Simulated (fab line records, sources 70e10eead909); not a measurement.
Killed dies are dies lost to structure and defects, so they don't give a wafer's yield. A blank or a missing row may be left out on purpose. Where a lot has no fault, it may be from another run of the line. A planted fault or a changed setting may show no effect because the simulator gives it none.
Problem report, 8D (eight disciplines) form, completed by code	flow nand-harc	the parts of the form that need people (team, actions taken, sign-off) are left out

== 1. WHAT IS WRONG ==
At NHARC_A_DECK1_JOINT_THK_MEAS_17, thk-nm averages 27.7 nm over 2 wafers from 2 lots, while fault-free wafers read 45.2 nm, standard deviation 1.2. Measured from the usual mean, that is -15 standard deviations.
The step: measures by ellipsometry.
The first sign was on wafer L722.3 at day 16 12:37, on film-metro-02. Wafers with a number at this step in the record: 41, from 14 lots. By rule, "out" or "out of limits" means more than 4 standard deviations away from the usual mean. The rest of the wafers with a number are treated as sound.

== 2. WHAT IT IS, AND WHAT IT ISN'T ==
question	is	is not
which readings at this step	thk-nm	-
which lots	L722, L724	L713, L714, L717, L725, L726, L727, L729, L732, L733, L734, L735, L736
which wafers of those lots	L722.3, L724.3	L722.6, L724.1, L724.5
read on which gauges	film-metro-01, film-metro-02	-
when	from day 16 12:37	up to then (10 sound wafers); but 29 sound wafers of L724, L725, L726, L727, L729, L732, L733, L734, L735, L736 came after

== 3. SUSPECTS, AND WHAT RULES EACH OUT ==
Counting: a tool at a process step up to the reading stays a suspect if it ran every lot that is out. Sound lots after the first of them don't rule it out here, since some wafers of a struck lot are sound.
- the gauge at NHARC_A_DECK1_JOINT_THK_MEAS_17 is ruled out. 2 gauges (film-metro-01, film-metro-02) read the wafers that are out.
- pecvd-01 at NHARC_A_DECK1_JOINT_DEP_16 (deposits SiO2, target thk 45 nm): kept. It processed each lot that is out (first: L722, day 16 12:20); up to then, its last sound lot is L714 (day 12 05:47).
- Within pecvd-01 at NHARC_A_DECK1_JOINT_DEP_16: the wafers that are out ran in chamber 2; their sound lot-mates ran in chamber 0.
The count leaves pecvd-01 at NHARC_A_DECK1_JOINT_DEP_16.

== 4. THE CAUSE (what the simulator had put in) ==
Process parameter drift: pecvd-01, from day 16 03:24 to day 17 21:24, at NHARC_A_DECK1_JOINT_DEP_16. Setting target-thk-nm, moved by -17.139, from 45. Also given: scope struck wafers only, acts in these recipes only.
After counting, this tool was the only one left.

== 5. SEQUENCE OF EFFECTS, ordered by route ==
Each row: a reading whose mean over the struck wafers that have a number lies more than 3 standard deviations from the usual. Only readings for which the record gives a usual standard deviation are gone through. hours: the time from each lot's start at the first step in this table that gives one to its start at this step, as a median over the lots. sigmas: the change in usual standard deviations.
hours	step	reading	usual	on struck wafers	change	sigmas
0	NHARC_A_DECK1_JOINT_THK_MEAS_17	thk-nm	45.2 nm	27.7	-17.5	-15
At these later measuring or inspecting steps, every struck wafer for which the step has a row has a number for every such reading, and none has moved that far: NHARC_A_ONON_D2_THK_MEAS_08, NHARC_A_ONON_D2_THK_MEAS_21, NHARC_END_SORT_01.

== 6. WHAT WOULD HAVE CAUGHT IT SOONER ==
The first out-of-limits reading at a measuring or inspecting step in this record came at day 16 12:37, 9 hours after the fault's start at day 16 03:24.
No tool reading at NHARC_A_DECK1_JOINT_DEP_16 that has a usual standard deviation in the record was out on any struck wafer, so an alarm limit of 4 standard deviations on those readings would not have fired.
L724, from the lots that are out (2), started NHARC_A_DECK1_JOINT_DEP_16 on pecvd-01 later than day 16 12:37. A hold on the tool at that time would have spared it.
